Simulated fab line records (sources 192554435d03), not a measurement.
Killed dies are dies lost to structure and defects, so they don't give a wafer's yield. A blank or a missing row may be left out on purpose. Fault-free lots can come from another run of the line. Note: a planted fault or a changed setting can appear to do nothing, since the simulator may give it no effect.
Which tool did it? :: flow n5 finfet :: 28 wafers from 10 lots sampled at 5 of the route's 1938 steps

== WHAT THE GAUGES READ, wafer by wafer ==
N5_ZERO_LAYER_INSPECT_20: inspects for defects (darkfield).
lot: L241
measured: day 1 13:23
on: defect inspect-01
raw defect count: 29 10 24

lot: L244
measured: day 2 07:16
on: defect inspect-01
raw defect count: 30 20

lot: L249
measured: day 3 13:26
on: defect inspect-01
raw defect count: 63 75 26

lot: L251
measured: day 4 01:23
on: defect inspect-01
raw defect count: 31 47 27

lot: L252
measured: day 4 07:16
on: defect inspect-01
raw defect count: 40 63

lot: L253
measured: day 4 13:38
on: defect inspect-01
raw defect count: 37 23 24

lot: L254
measured: day 4 19:23
on: defect inspect-01
raw defect count: 47 50 44

lot: L256
measured: day 5 07:23
on: defect inspect-01
raw defect count: 27 36 18

lot: L259
measured: day 6 01:23
on: defect inspect-02
raw defect count: 31 35 72

lot: L261
measured: day 6 13:16
on: defect inspect-01
raw defect count: 18 26 27

N5_PMOS_HMC_CHANNEL_EPI_CD_MEAS_09 targets a cd of 237.4 nm.
lot: L241
measured: day 1 17:47
on: cd sem-03
cd nm (nm): 235.9 235.6 235.5

lot: L244
measured: day 2 12:32
on: cd sem-01
cd nm (nm): 237.4 237.6

lot: L249
measured: day 3 17:12
on: cd sem-02
cd nm (nm): 236.9 236.3 236.8

lot: L251
measured: day 4 05:24
on: cd sem-03
cd nm (nm): 238.5 238.0 238.7

lot: L252
measured: day 4 11:04
on: cd sem-01
cd nm (nm): 238.4 237.8

lot: L253
measured: day 4 17:59
on: cd sem-02
cd nm (nm): 237.6 236.7 237.3

lot: L254
measured: day 4 23:21
on: cd sem-03
cd nm (nm): 237.5 238.1 238.5

lot: L256
measured: day 5 11:07
on: cd sem-01
cd nm (nm): 239.2 238.3 238.4

lot: L259
measured: day 6 05:57
on: cd sem-01
cd nm (nm): 238.1 238.2 237.8

lot: L261
measured: day 6 16:51
on: cd sem-02
cd nm (nm): 238.1 237.6 237.3

N5_BEOL_M4_RC_MEAS_101.
lot: L241
measured: day 9 08:02
on: prober-02
CJ_P: 5.63 5.77 5.87
DIBL_N (mV/V): 36.5 36.4 35.1
DIBL_P (mV/V): 36.9 36.1 35.6
IOFF_N (nA/um): 0.170 0.159 0.143
IOFF_P (nA/um): 0.23 0.22 0.22
IOFF_P_LONG (nA/um): 0.000111 0.000113 0.000115
ION_N (uA/um): 681 664 675
ION_P (uA/um): 467 457 469
SS_N (mV/dec): 72.2 72.2 72.0
SS_P (mV/dec): 73.9 73.9 73.2
VT_N (mV): 246 251 252
VT_P (mV): -247 -246 -246

lot: L244
measured: day 9 22:49
on: prober-01
CJ_P: 5.60 5.86
DIBL_N (mV/V): 36.7 35.8
DIBL_P (mV/V): 37.3 35.5
IOFF_N (nA/um): 0.176 0.165
IOFF_P (nA/um): 0.21 0.19
IOFF_P_LONG (nA/um): 9.5e-05 9.6e-05
ION_N (uA/um): 670 667
ION_P (uA/um): 452 456
SS_N (mV/dec): 71.8 71.8
SS_P (mV/dec): 73.2 73.5
VT_N (mV): 251 247
VT_P (mV): -251 -254

lot: L249
measured: day 11 05:56
on: prober-01
CJ_P: 5.54 5.55 5.66
DIBL_N (mV/V): 34.2 35.1 36.6
DIBL_P (mV/V): 33.1 34.1 36.1
IOFF_N (nA/um): 0.111 0.124 0.150
IOFF_P (nA/um): 0.15 0.15 0.18
IOFF_P_LONG (nA/um): 9e-05 9e-05 9.1e-05
ION_N (uA/um): 654 647 663
ION_P (uA/um): 447 441 451
SS_N (mV/dec): 71.0 71.6 72.1
SS_P (mV/dec): 71.8 72.7 73.1
VT_N (mV): 257 255 251
VT_P (mV): -257 -255 -256

lot: L251
measured: day 11 12:44
on: prober-02
CJ_P: 6.93 6.76 7.08
DIBL_N (mV/V): 35.8 35.1 36.3
DIBL_P (mV/V): 35.8 35.7 36.1
IOFF_N (nA/um): 0.134 0.132 0.141
IOFF_P (nA/um): 0.17 0.18 0.17
IOFF_P_LONG (nA/um): 0.00012 0.000115 0.000123
ION_N (uA/um): 677 669 662
ION_P (uA/um): 452 467 450
SS_N (mV/dec): 71.8 71.2 71.6
SS_P (mV/dec): 72.7 72.4 73.2
VT_N (mV): 252 252 253
VT_P (mV): -258 -257 -259

lot: L252
measured: day 12 11:36
on: prober-01
CJ_P: 6.16 6.29
DIBL_N (mV/V): 36.2 37.3
DIBL_P (mV/V): 35.1 37.2
IOFF_N (nA/um): 0.121 0.154
IOFF_P (nA/um): 0.17 0.21
IOFF_P_LONG (nA/um): 0.000101 0.000102
ION_N (uA/um): 644 669
ION_P (uA/um): 446 456
SS_N (mV/dec): 71.9 72.3
SS_P (mV/dec): 72.7 73.1
VT_N (mV): 260 253
VT_P (mV): -257 -252

lot: L253
measured: day 12 17:02
on: prober-02
CJ_P: 5.90 5.53 5.95
DIBL_N (mV/V): 34.8 36.3 40.9
DIBL_P (mV/V): 32.6 34.5 40.2
IOFF_N (nA/um): 0.118 0.143 0.233
IOFF_P (nA/um): 0.14 0.17 0.25
IOFF_P_LONG (nA/um): 9.9e-05 9.3e-05 9.8e-05
ION_N (uA/um): 665 661 689
ION_P (uA/um): 452 451 461
SS_N (mV/dec): 71.1 70.6 72.9
SS_P (mV/dec): 72.2 72.8 74.1
VT_N (mV): 250 248 242
VT_P (mV): -256 -253 -250

lot: L254
measured: day 11 22:16
on: prober-02
CJ_P: 7.04 6.82 6.88
DIBL_N (mV/V): 37.8 36.2 37.5
DIBL_P (mV/V): 39.0 37.2 38.8
IOFF_N (nA/um): 0.176 0.152 0.176
IOFF_P (nA/um): 0.21 0.19 0.21
IOFF_P_LONG (nA/um): 0.000136 0.000125 0.000126
ION_N (uA/um): 676 668 679
ION_P (uA/um): 455 455 457
SS_N (mV/dec): 71.8 71.5 72.1
SS_P (mV/dec): 73.6 73.1 73.5
VT_N (mV): 249 251 249
VT_P (mV): -252 -254 -252

lot: L256
measured: day 12 20:21
on: prober-02
CJ_P: 6.71 6.69 6.72
DIBL_N (mV/V): 34.7 39.0 36.8
DIBL_P (mV/V): 33.1 38.8 35.6
IOFF_N (nA/um): 0.122 0.210 0.154
IOFF_P (nA/um): 0.15 0.24 0.19
IOFF_P_LONG (nA/um): 0.00012 0.000119 0.000124
ION_N (uA/um): 658 690 667
ION_P (uA/um): 451 471 452
SS_N (mV/dec): 71.2 72.5 71.9
SS_P (mV/dec): 73.1 73.9 73.5
VT_N (mV): 254 246 252
VT_P (mV): -258 -249 -253

lot: L259
measured: day 13 06:11
on: prober-02
CJ_P: 6.04 5.96 5.96
DIBL_N (mV/V): 35.6 35.3 36.1
DIBL_P (mV/V): 35.8 35.7 35.7
IOFF_N (nA/um): 0.151 0.146 0.150
IOFF_P (nA/um): 0.20 0.20 0.20
IOFF_P_LONG (nA/um): 0.000113 0.000109 0.000108
ION_N (uA/um): 687 674 673
ION_P (uA/um): 469 461 459
SS_N (mV/dec): 71.3 70.9 71.2
SS_P (mV/dec): 73.7 73.4 72.6
VT_N (mV): 250 248 249
VT_P (mV): -250 -251 -249

lot: L261
measured: day 14 16:58
on: prober-02
CJ_P: 5.85 5.45 5.52
DIBL_N (mV/V): 35.5 36.1 35.4
DIBL_P (mV/V): 33.7 34.1 33.8
IOFF_N (nA/um): 0.136 0.144 0.135
IOFF_P (nA/um): 0.21 0.21 0.20
IOFF_P_LONG (nA/um): 0.000121 0.000112 0.000114
ION_N (uA/um): 674 661 664
ION_P (uA/um): 473 459 459
SS_N (mV/dec): 70.9 71.4 71.3
SS_P (mV/dec): 72.8 73.5 73.4
VT_N (mV): 254 251 251
VT_P (mV): -250 -246 -247

== WHICH TOOL RAN EACH LOT (tool, then ch and the chambers of the sampled wafers, then the start) ==
lot: L241
N5_WELL_APT_IMPLANT_15: implanter-02 ch 0, day 1 14:26
N5_PMOS_HMC_CHANNEL_EPI_FIN_RECESS_16: rie si-06 ch 1,2, day 1 18:22

lot: L244
N5_WELL_APT_IMPLANT_15: implanter-01 ch 0, day 2 08:23
N5_PMOS_HMC_CHANNEL_EPI_FIN_RECESS_16: rie si-06 ch 1,2, day 2 13:17

lot: L249
N5_WELL_APT_IMPLANT_15: implanter-02 ch 0, day 3 14:06
N5_PMOS_HMC_CHANNEL_EPI_FIN_RECESS_16: rie si-06 ch 1,2,3, day 3 17:46

lot: L251
N5_WELL_APT_IMPLANT_15: implanter-02 ch 0, day 4 02:11
N5_PMOS_HMC_CHANNEL_EPI_FIN_RECESS_16: rie si-03 ch 0,2,3, day 4 06:05

lot: L252
N5_WELL_APT_IMPLANT_15: implanter-01 ch 0, day 4 07:56
N5_PMOS_HMC_CHANNEL_EPI_FIN_RECESS_16: rie si-03 ch 3, day 4 13:08

lot: L253
N5_WELL_APT_IMPLANT_15: implanter-01 ch 0, day 4 14:18
N5_PMOS_HMC_CHANNEL_EPI_FIN_RECESS_16: rie si-03 ch 0,2,3, day 4 18:32

lot: L254
N5_WELL_APT_IMPLANT_15: implanter-02 ch 0, day 4 20:05
N5_PMOS_HMC_CHANNEL_EPI_FIN_RECESS_16: rie si-03 ch 0,1,3, day 4 23:54

lot: L256
N5_WELL_APT_IMPLANT_15: implanter-02 ch 0, day 5 08:03
N5_PMOS_HMC_CHANNEL_EPI_FIN_RECESS_16: rie si-05 ch 2,3, day 5 11:43

lot: L259
N5_WELL_APT_IMPLANT_15: implanter-01 ch 0, day 6 02:12
N5_PMOS_HMC_CHANNEL_EPI_FIN_RECESS_16: rie si-03 ch 0,3, day 6 06:32

lot: L261
N5_WELL_APT_IMPLANT_15: implanter-01 ch 0, day 6 13:56
N5_PMOS_HMC_CHANNEL_EPI_FIN_RECESS_16: rie si-06 ch 2,3, day 6 17:25
- N5_WELL_APT_IMPLANT_15
- N5_PMOS_HMC_CHANNEL_EPI_FIN_RECESS_16: chemistry HBr/Cl2, target Si, target depth 54 nm, time 18 s.

== AS READ BY THE TOOLS THEMSELVES (means over the sampled wafers that have a number; for cases with no such wafer, the mark the record gives instead) ==
N5_WELL_APT_IMPLANT_15.
lot: L241
tool: implanter-02
dose ions cm2: 1.5e+13
faraday current uA: 193

lot: L244
tool: implanter-01
dose ions cm2: 1.5e+13
faraday current uA: 191

lot: L249
tool: implanter-02
dose ions cm2: 1.5e+13
faraday current uA: 187

lot: L251
tool: implanter-02
dose ions cm2: 2.0e+13
faraday current uA: 255

lot: L252
tool: implanter-01
dose ions cm2: 1.5e+13
faraday current uA: 190

lot: L253
tool: implanter-01
dose ions cm2: 1.5e+13
faraday current uA: 190

lot: L254
tool: implanter-02
dose ions cm2: 2.0e+13
faraday current uA: 253

lot: L256
tool: implanter-02
dose ions cm2: 2.0e+13
faraday current uA: 261

lot: L259
tool: implanter-01
dose ions cm2: 1.5e+13
faraday current uA: 188

lot: L261
tool: implanter-01
dose ions cm2: 1.5e+13
faraday current uA: 186

N5_PMOS_HMC_CHANNEL_EPI_FIN_RECESS_16.
lot: L241
tool: rie si-06
drypump motor current A (A): 5.9
mfc cl2 sccm (sccm): 80.20
oes product au (a.u.): 0.994
throttle valve pct (%): 35.23

lot: L244
tool: rie si-06
drypump motor current A (A): 5.8
mfc cl2 sccm (sccm): 80.11
oes product au (a.u.): 0.999
throttle valve pct (%): 35.17

lot: L249
tool: rie si-06
drypump motor current A (A): 6.0
mfc cl2 sccm (sccm): 80.05
oes product au (a.u.): 1.008
throttle valve pct (%): 35.25

lot: L251
tool: rie si-03
drypump motor current A (A): 5.7
mfc cl2 sccm (sccm): 80.28
oes product au (a.u.): 0.989
throttle valve pct (%): 35.57

lot: L252
tool: rie si-03
drypump motor current A (A): 6.2
mfc cl2 sccm (sccm): 80.03
oes product au (a.u.): 1.004
throttle valve pct (%): 35.58

lot: L253
tool: rie si-03
drypump motor current A (A): 5.7
mfc cl2 sccm (sccm): 80.08
oes product au (a.u.): 0.994
throttle valve pct (%): 35.58

lot: L254
tool: rie si-03
drypump motor current A (A): 5.9
mfc cl2 sccm (sccm): 80.15
oes product au (a.u.): 0.990
throttle valve pct (%): 35.66

lot: L256
tool: rie si-05
drypump motor current A (A): 5.4
mfc cl2 sccm (sccm): 80.28
oes product au (a.u.): 0.999
throttle valve pct (%): 35.62

lot: L259
tool: rie si-03
drypump motor current A (A): 5.8
mfc cl2 sccm (sccm): 80.07
oes product au (a.u.): 1.001
throttle valve pct (%): 35.70

lot: L261
tool: rie si-06
drypump motor current A (A): 5.9
mfc cl2 sccm (sccm): 80.13
oes product au (a.u.): 0.998
throttle valve pct (%): 35.18

== THE ANSWER, worked out from the rows above alone ==
Rule: usual is defined by the lots themselves. Put in order of their means at a reading, lots are off if they are a third of the lots or fewer, leave a main group of 4 or more, and stand apart from it by a gap of 3 or more times the standard deviation of the main group's means; of several such gaps the widest counts. Not used: any main group whose means are identical at the precision the tables above print for the reading. A lot without any number at a reading at which 4 lots or more have one is off too. The other lots that the step has rows for count as sound. The gauges are gone through in route order, then the tools' own readings, and for those a lot's mean is taken as printed above. The first step at which some lot is off is used, and at that step the reading that is off furthest; a lot without a number counts as furthest.
Off: L251, L254, L256 (N5_WELL_APT_IMPLANT_15, faraday current uA). Main group: mean 189, sd 2.2.
If a tool, at that step or one of the process steps before it, ran each lot that is off and ran no sound lot following the first of them, it fits. One fits: implanter-02 at N5_WELL_APT_IMPLANT_15. Its last sound lot is L249 (day 3 14:06), its first lot that is off L251 (day 4 02:11): a fault that began between those two fits.
The tool's own readings at N5_WELL_APT_IMPLANT_15 bear it out: on the lots that are off they differ by more than 5 times the standard deviation of the sound lots' means. dose ions cm2 reads 2.0e+13 there against 1.5e+13 on the sound lots; faraday current uA reads 256 there against 189 on the sound lots.

== WHAT THE SIMULATOR PUT IN ==
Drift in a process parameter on implanter-02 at N5_WELL_APT_IMPLANT_15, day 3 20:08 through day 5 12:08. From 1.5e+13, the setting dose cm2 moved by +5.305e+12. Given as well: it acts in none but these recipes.
Struck lots among those shown: L251, L254, L256. The rule above reached the same finding.
